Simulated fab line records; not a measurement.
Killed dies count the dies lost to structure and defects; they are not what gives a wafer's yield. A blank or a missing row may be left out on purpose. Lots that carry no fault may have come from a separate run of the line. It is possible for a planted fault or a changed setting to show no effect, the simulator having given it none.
A struck lot beside a sound one / flow n5 finfet / 39 steps out of a route of 1938
Sound: these wafers, L193.1, L193.3, L193.6. Wafers struck: L206.2, L206.4, L206.5. The cause is given at the end.
At each step with rows: each side's tool, then ch and its chambers, then its first start. Under that, the readings that differ: sound wafers / struck wafers / difference of the means / sigmas: that difference in standard deviations of wafers without a fault.
alike: words and numbers the same on both sides, and readings whose means are apart by under 2 such deviations; not compared: readings that were withheld, readings missing a value for some wafer, numbers with overlapping values and no deviation given by the record, and bounds like >300 which may hide the same value.
The two part at a step that has a row with sigmas, a row that says differs or no value, or rows on one side only. Numbers that have no deviation but don't overlap get no sigmas and don't part them. A reading that every wafer of one side lacks parts them only if that side has two wafers or more.

first, 2 steps without rows for these wafers: N5_HKMG_FIN_ALD_71 (deposits TiN, target thk 1 nm, pulse time 1 s, purge time 3 s); N5_HKMG_FIN_COAT_66 (time 60 s, resist thk 300 nm).
N5_HKMG_FIN_ETCH_67: etches SOC in N2/H2, stops on TiN, target depth 388.9 nm.
  sound on rie diel-04 ch 0,1,3, day 4 11:36; struck on rie diel-06 ch 1,2, day 7 20:52
  alike: drypump motor current A, oes product au, rf vpp V, showerhead plenum p Torr, throttle valve pct
  not compared: rf hours counter h
then, 4 steps without rows for these wafers: N5_HKMG_FIN_STRIP_90 (strips SOC in N2/H2, time 20 s); N5_HKMG_FIN_WET_ETCH_73 (etches the open film in SC1, time 42.3 s, target depth 1.3 nm, rinse time 30 s); N5_HKMG_FIN_ETCHBACK_68 (etches the open film in Cl2/Ar, stops on HfO2, target depth 0.5 nm); N5_HKMG_FIN_STRIP_69 (strips in N2/H2, time 360 s).
N5_HKMG_FIN_ALD_21: deposits TiN, target thk 1.5 nm, pulse time 1 s, purge time 3 s.
  sound on ald metal-02 ch 0,1,2, day 4 12:21; struck on ald metal-03 ch 0,2, day 7 21:37
  alike: heater power w, precursor pulse height rel
then, 4 steps without rows for these wafers: N5_HKMG_FIN_ALD_72 (deposits W, target thk 2 nm, pulse time 1 s, purge time 2 s); N5_HKMG_FIN_W_FILL_22 (material W, target thk 60 nm, time 18.2 s); N5_HKMG_FIN_PRECLEAN_83 (cleans in DIW, time 57.5 s); N5_HKMG_FIN_SRD_84 (dry time 32 s).
N5_HKMG_FIN_CMP_23: polishes, stops on SiNx, t overpolish 10 s, target thk 46.326 nm.
  sound on cmp-04 ch 2,3, day 4 12:53; struck on cmp-03 ch 0,1,3, day 7 22:14
  alike: edge zone pressure frac, motor current A, overpolish run s, platen rpm, retaining ring pressure frac, time to endpoint s
then, 2 steps without rows for these wafers: N5_HKMG_FIN_CMP_94 (polishes, stops on SiNx, t overpolish 4.7 s, target thk 43.299 nm); N5_GATE_CUT_ETCHBACK_00 (etches W in SF6/Cl2).
N5_GATE_CUT_ETCH_56: etches TiN in Cl2/Ar, target depth 21.6 nm.
  sound on rie metal-02 ch 0,1, day 4 13:44; struck on rie metal-02 ch 0,1, day 7 23:01
reading=he backside leak sccm (sccm); sound=3.5 3.8 3.8; struck=6.6 3.6 3.5; difference=+0.9; sigmas=+3
  alike: drypump motor current A, oes product au, throttle valve pct
  not compared: rf hours counter h
then, 7 steps without rows for these wafers: N5_GATE_CUT_ETCHBACK_30 (etches TiN in Cl2/Ar, target depth 3 nm); N5_GATE_CUT_VAPOR_ETCH_60 (etches HfO2 in BCl3/Cl2); N5_GATE_CUT_ETCH_58 (etches SiNx in CH3F/O2, target depth 17 nm, time 128.6 s); N5_GATE_CUT_STRIP_59 (strips in N2/H2, time 20 s); N5_GATE_CUT_PRECLEAN_31 (cleans in DIW, time 300 s); N5_GATE_CUT_SRD_32 (time 30 s); N5_GATE_CUT_SAC_CAP_01 (material SiNx, target thk 24 nm, pulse time 1 s, ald cycles 480).
N5_GATE_CUT_PECVD_57: deposits SiNx from SiH4/NH3/N2, target thk 21 nm.
  sound on pecvd-02 ch 0,1,2, day 4 16:38; struck on pecvd-01 ch 1,2, day 8 01:47
  alike: heater power w, showerhead plenum p Torr, throttle valve pct
then, 1 step without rows for these wafers: N5_GATE_CUT_CMP_02 (polishes, stops on SiO2, t overpolish 12.7 s, target thk 0 nm).
N5_GATE_CUT_HM_DEP_46: deposits SiO2 from TEOS/O2, target thk 130 nm, time 26.6 s.
  sound on pecvd-03 ch 1, day 4 17:02; struck on pecvd-02 ch 0,1, day 8 02:11
reading=showerhead plenum p Torr (Torr); sound=8.29 8.31 8.33; struck=8.42 8.42 8.32; difference=+0.08; sigmas=+2
  alike: heater power w, throttle valve pct
then, 9 steps without rows for these wafers: N5_GATE_CUT_COAT_34 (time 60 s, resist thk 60 nm); N5_GATE_CUT_COAT_35 (time 60 s, resist thk 10 nm); N5_GATE_CUT_COAT_27 (time 60 s, resist thk 10 nm); N5_GATE_CUT_COAT_07 (resist thk 30 nm); N5_GATE_CUT_EBR_09; N5_GATE_CUT_SOFTBAKE_08 (time 60 s); N5_GATE_CUT_EXPOSE_10 (exposes mask GATE CUT, target cd 20 nm); N5_GATE_CUT_PEB_11 (peb time 60 s); N5_GATE_CUT_DEVELOP_12 (develop time 30 s).
N5_GATE_CUT_CD_MEAS_13 targets a cd of 20 nm.
  sound on cd sem-03 ch 0, day 4 17:31; struck on cd sem-01 ch 0, day 8 02:33
  alike: cd nm
N5_GATE_CUT_OVL_MEAS_14:
  sound on overlay-01 ch 0, day 4 17:32; struck on overlay-01 ch 0, day 8 02:35
  alike: GATE_CUT_OVL
then, 1 step without rows for these wafers: N5_GATE_CUT_DESCUM_18 (chemistry O2, time 7 s).
-- a jump in the record: the struck wafers' starts before and after are 10 days apart (it breaks off in module GATE_CUT and resumes in module PASSIVATION, where the first step shown is number 1936 of the route) --
N5_PASSIVATION_PROBE_49:
  only the struck wafers here have rows in the record (prober-01, day 17 17:31); the sound ones have none

## WHERE THEY PART
At N5_GATE_CUT_ETCH_56 first; at N5_PASSIVATION_PROBE_49 last (within this record only).

WHY: what had been put in by the simulator
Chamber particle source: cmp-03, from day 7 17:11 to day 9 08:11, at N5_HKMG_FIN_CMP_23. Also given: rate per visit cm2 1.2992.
